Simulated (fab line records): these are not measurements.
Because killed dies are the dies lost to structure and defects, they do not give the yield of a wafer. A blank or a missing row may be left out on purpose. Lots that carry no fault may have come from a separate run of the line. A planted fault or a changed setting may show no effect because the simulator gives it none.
Matching of chambers ; flow n5Finfet ; N5_FIN_SAQP_HM_DEP_72 on pecvd-04 has 3 sister chambers
The step deposits SiO2 from SiH4/N2O, target thk 12 nm, time 7.2 s. 6 wafers are shown with their chamber, then 7 later ones without.

== WAFERS WITH THEIR CHAMBER ==
wafer;chamber;showerheadPlenumPTorr (Torr);heaterPowerW (W)
L075.1;1;8.28;1019
L075.6;1;8.27;1066
L079.2;0;8.38;889
L079.6;2;8.01;811
L084.2;2;8.03;927
L084.3;0;8.36;892

== WAFERS WITHOUT THEIR CHAMBER ==
wafer;showerheadPlenumPTorr (Torr);heaterPowerW (W)
L084.6;8.33;888
L090.2;8.25;981
L090.3;8.03;900
L090.5;8.37;887
L096.1;8.02;914
L096.2;8.27;1020
L096.6;8.36;804

== THE CHAMBER EACH PASSED THROUGH ==
wafer;from the rows above;in truth
L084.6;0;0
L090.2;1;1
L090.3;2;2
L090.5;0;0
L096.1;2;2
L096.2;1;1
L096.6;0;0
Placed correctly: 7 of 7. Left unplaced by these rows: 0. Wrongly placed: 0.
How it was worked out, from the rows above alone: a wafer's distance from a chamber is the root of the sum, over the readings, of the square of ((its reading less the chamber's mean) divided by the reading's scatter). If the next closest chamber is less than 2 further off than the closest, the wafer can't be placed; otherwise it belongs to the closest. The mean given for a chamber averages the wafers shown for that chamber. How the scatter is found: for the shown wafers, subtract from each reading the mean of its chamber, square and add these, divide the total by (wafers less chambers), then take the root.
